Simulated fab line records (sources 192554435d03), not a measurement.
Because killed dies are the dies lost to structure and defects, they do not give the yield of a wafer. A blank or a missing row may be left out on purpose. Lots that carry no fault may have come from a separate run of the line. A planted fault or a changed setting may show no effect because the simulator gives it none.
Which tool was responsible? ; flow n5Finfet ; Sampling: 10 lots, 29 wafers, 5 of 1938 route steps

WHAT EACH GAUGE READ, for each wafer
N5_BEOL_M4_RC_MEAS_101. Usual: DIBL_N 37.5 mV/V, standard deviation 2.5; DIBL_P 38 mV/V, standard deviation 3.1; IOFF_N 0.19 nA/um, standard deviation 0.059; IOFF_P 0.24 nA/um, standard deviation 0.061; ION_N 679 uA/um, standard deviation 16; ION_P 465 uA/um, standard deviation 9.8; SS_N 72.0 mV/dec, standard deviation 0.8; SS_P 73.7 mV/dec, standard deviation 0.86; VT_N 248 mV, standard deviation 4.5; VT_P -249 mV, standard deviation 3.5.
lot;measured;on;DIBL_N (mV/V);DIBL_P (mV/V);IOFF_N (nA/um);IOFF_P (nA/um);ION_N (uA/um);ION_P (uA/um);SS_N (mV/dec);SS_P (mV/dec);VT_N (mV);VT_P (mV);flag
L650;day 7 19:21;prober-02;34.1 37.8 39.7;36 37 40;0.12 0.18 0.23;0.20 0.22 0.27;659 678 679;459 466 459;70.6 72.3 72.7;72.8 73.5 74.2;254 251 248;-249 -250 -245;
L652;day 8 11:52;prober-02;37.4 35.7;40 38;0.18 0.14;0.24 0.19;675 666;466 463;71.5 71.5;73.8 73.9;248 254;-248 -252;
L653;day 8 20:26;prober-01;35.7 33.3 37.1;36 34 38;0.15 0.11 0.18;0.19 0.17 0.24;673 651 669;458 455 461;71.9 70.6 71.6;72.4 71.8 73.8;253 255 248;-250 -253 -249;
L658;day 10 21:11;prober-01;34.4 38.7 37.1;35 39 37;0.10 0.18 0.14;0.16 0.24 0.20;657 673 651;453 467 452;70.8 71.8 71.5;73.2 74.1 73.1;260 247 252;-253 -249 -251;
L661;day 11 12:04;prober-02;39.0 36.6 42.2;40 38 45;0.23 0.17 0.37;0.28 0.24 0.43;694 672 714;469 463 484;71.8 71.9 72.8;73.5 73.4 74.8;244 249 238;-247 -248 -242;
L662;day 11 13:14;prober-02;35.6 34.5 37.2;35 34 38;0.15 0.14 0.18;0.17 0.17 0.22;660 672 678;448 453 450;71.4 71.0 71.9;73.2 72.5 73.9;250 248 246;-255 -255 -250;
L663;day 11 17:02;prober-02;37.5 36.4 36.5;37 34 35;0.20 0.16 0.18;0.30 0.23 0.26;706 689 684;489 470 479;70.9 72.0 71.7;73.4 72.9 72.7;242 249 249;-244 -248 -244;
L664;day 11 19:13;prober-02;35.8 36.5 38.3;36 37 38;0.13 0.14 0.19;0.21 0.21 0.27;659 658 682;465 455 471;71.9 71.5 72.0;73.3 73.3 74.3;256 252 248;-249 -250 -248;
L672;day 14 00:07;prober-02;37.5 34.7 37.5;39 35 40;0.18 0.13 0.19;0.22 0.17 0.26;679 673 677;466 459 463;72.5 71.5 72.1;73.7 73.4 74.5;251 254 248;-252 -252 -249;
L673;day 14 05:08;prober-02;36.5 36.5 36.0;37 39 37;0.18 0.19 0.15;0.22 0.27 0.20;681 690 677;462 476 461;72.6 72.7 72.3;73.0 74.0 73.7;250 247 253;-249 -247 -253;

WHICH TOOL RAN EACH LOT (tool, then ch and the chambers of the sampled wafers, then the start)
lot;N5_HKMG_FIN_STRIP_19;N5_GATE_CUT_ETCH_56;N5_GATE_CUT_VAPOR_ETCH_60;N5_GATE_CUT_HM_DEP_46
L650;plasmaAsher-02 ch 0,1, day 4 04:01;rieMetal-01 ch 0,1, day 4 07:59;rieMetal-01 ch 0,1, day 4 08:06;pecvd-02 ch 0,2, day 4 11:06
L652;plasmaAsher-01 ch 0, day 4 17:58;rieMetal-03 ch 1, day 4 21:59;rieMetal-03 ch 1, day 4 22:11;pecvd-01 ch 2, day 5 01:16
L653;plasmaAsher-02 ch 0,1, day 4 20:31;rieMetal-03 ch 1, day 5 00:46;rieMetal-03 ch 1, day 5 01:00;pecvd-04 ch 0,2, day 5 04:56
L658;plasmaAsher-02 ch 0, day 6 05:34;rieMetal-01 ch 0,1, day 6 09:50;rieMetal-01 ch 0,1, day 6 09:58;pecvd-01 ch 1,2, day 6 12:56
L661;plasmaAsher-02 ch 0, day 6 22:08;rieMetal-01 ch 0,1, day 7 02:26;rieMetal-01 ch 0,1, day 7 02:33;pecvd-02 ch 1,2, day 7 07:04
L662;plasmaAsher-02 ch 0,1, day 7 08:00;rieMetal-01 ch 0,1, day 7 12:13;rieMetal-01 ch 0,1, day 7 12:20;pecvd-02 ch 0,2, day 7 15:19
L663;plasmaAsher-01 ch 0,1, day 7 13:54;rieMetal-01 ch 0,1, day 7 17:50;rieMetal-01 ch 0,1, day 7 17:58;pecvd-04 ch 0,1,2, day 7 20:58
L664;plasmaAsher-02 ch 0,1, day 7 15:02;rieMetal-01 ch 0,1, day 7 18:53;rieMetal-01 ch 0,1, day 7 18:59;pecvd-01 ch 0,1, day 7 21:56
L672;plasmaAsher-02 ch 0,1, day 9 16:16;rieMetal-02 ch 0,1, day 9 20:18;rieMetal-02 ch 0,1, day 9 20:25;pecvd-02 ch 0,1,2, day 10 00:43
L673;plasmaAsher-01 ch 0,1, day 10 03:04;rieMetal-02 ch 0, day 10 07:01;rieMetal-02 ch 0, day 10 07:08;pecvd-02 ch 0,1, day 10 10:10
- N5_HKMG_FIN_STRIP_19: strips in N2/H2, time 360 s.
- N5_GATE_CUT_ETCH_56: etches TiN in Cl2/Ar, target depth 21.6 nm.
- N5_GATE_CUT_VAPOR_ETCH_60: etches HfO2 in BCl3/Cl2.
- N5_GATE_CUT_HM_DEP_46: deposits SiO2 from TEOS/O2, target thk 130 nm, time 26.6 s.

AS READ BY THE TOOLS THEMSELVES (means over the sampled wafers that have a number; for cases with no such wafer, the mark the record gives instead)
N5_HKMG_FIN_STRIP_19. Usual: drypumpMotorCurrentA 5.2 A, standard deviation 0.35; heaterPowerW 503 W, standard deviation 39; n2FlowSccm 1751 sccm, standard deviation 5.4.
lot;tool;drypumpMotorCurrentA (A);heaterPowerW (W);n2FlowSccm (sccm);flag
L650;plasmaAsher-02;4.9;523;1750;
L652;plasmaAsher-01;5.8;469;1757;
L653;plasmaAsher-02;4.9;523;1749;
L658;plasmaAsher-02;4.9;515;1741;
L661;plasmaAsher-02;4.8;510;1757;
L662;plasmaAsher-02;4.9;527;1755;
L663;plasmaAsher-01;5.7;437;1748;
L664;plasmaAsher-02;4.9;529;1746;
L672;plasmaAsher-02;5.0;526;1762;
L673;plasmaAsher-01;5.7;458;1757;

N5_GATE_CUT_ETCH_56. Usual: biasW 60.01 W, standard deviation 0.15; drypumpMotorCurrentA 5.7 A, standard deviation 0.56; oesProductAu 0.74 a.u., standard deviation 0.12; throttleValvePct 20.80 %, standard deviation 0.18.
lot;tool;biasW (W);drypumpMotorCurrentA (A);oesProductAu (a.u.);throttleValvePct (%);flag
L650;rieMetal-01;59.87;5.2;0.73;20.66;
L652;rieMetal-03;60.20;5.4;0.94;20.73;
L653;rieMetal-03;60.09;5.4;0.94;20.73;
L658;rieMetal-01;59.93;5.5;0.77;20.65;
L661;rieMetal-01;60.14;5.1;0.72;20.68;
L662;rieMetal-01;60.03;5.1;0.71;20.69;
L663;rieMetal-01;60.01;5.5;0.88;20.54;
L664;rieMetal-01;59.98;5.2;0.83;20.57;
L672;rieMetal-02;59.97;6.3;0.74;20.88;
L673;rieMetal-02;59.89;6.5;0.96;20.83;

N5_GATE_CUT_VAPOR_ETCH_60. Usual: drypumpMotorCurrentA 5.7 A, standard deviation 0.56; oesProductAu 0.73 a.u., standard deviation 0.12.
lot;tool;drypumpMotorCurrentA (A);oesProductAu (a.u.);flag
L650;rieMetal-01;5.2;0.73;
L652;rieMetal-03;5.4;0.92;
L653;rieMetal-03;5.4;0.92;
L658;rieMetal-01;5.5;0.78;
L661;rieMetal-01;5.1;0.71;
L662;rieMetal-01;5.1;0.72;
L663;rieMetal-01;5.5;0.76;
L664;rieMetal-01;5.2;0.71;
L672;rieMetal-02;6.3;0.74;
L673;rieMetal-02;6.5;0.97;

N5_GATE_CUT_HM_DEP_46. Usual: heaterPowerW 510 W, standard deviation 80; showerheadPlenumPTorr 8.339 Torr, standard deviation 0.029; susceptorTempC 400.00 C, standard deviation 0.2; throttleValvePct 18.7 %, standard deviation 1.3.
lot;tool;heaterPowerW (W);showerheadPlenumPTorr (Torr);susceptorTempC (C);throttleValvePct (%);flag
L650;pecvd-02;632;8.335;400.00;19.0;
L652;pecvd-01;560;8.355;400.06;16.6;
L653;pecvd-04;468;8.320;400.09;19.5;
L658;pecvd-01;474;8.371;399.91;17.7;
L661;pecvd-02;503;8.333;400.19;18.2;
L662;pecvd-02;604;8.344;400.01;19.1;
L663;pecvd-04;480;8.324;399.94;19.5;
L664;pecvd-01;478;8.347;400.04;19.3;
L672;pecvd-02;550;8.335;399.93;18.9;
L673;pecvd-02;591;8.314;399.99;19.6;

THE ANSWER, worked out from the rows above alone
Rule: a lot counts as off when the mean over its wafers that have a number is more than 3 standard deviations away from the usual mean. Also off: a lot with no number at a reading for which 4 or more lots have one. The other lots that the step has rows for count as sound. After the gauges, taken in route order, come the tools' own readings; for these a lot's mean is taken, as printed above. The first step at which some lot is off is used, and at that step the reading that is off furthest; a lot without a number counts as furthest.
No lot is off on any of the readings shown, so nothing can be concluded from this.

WHAT THE SIMULATOR HAD INSERTED
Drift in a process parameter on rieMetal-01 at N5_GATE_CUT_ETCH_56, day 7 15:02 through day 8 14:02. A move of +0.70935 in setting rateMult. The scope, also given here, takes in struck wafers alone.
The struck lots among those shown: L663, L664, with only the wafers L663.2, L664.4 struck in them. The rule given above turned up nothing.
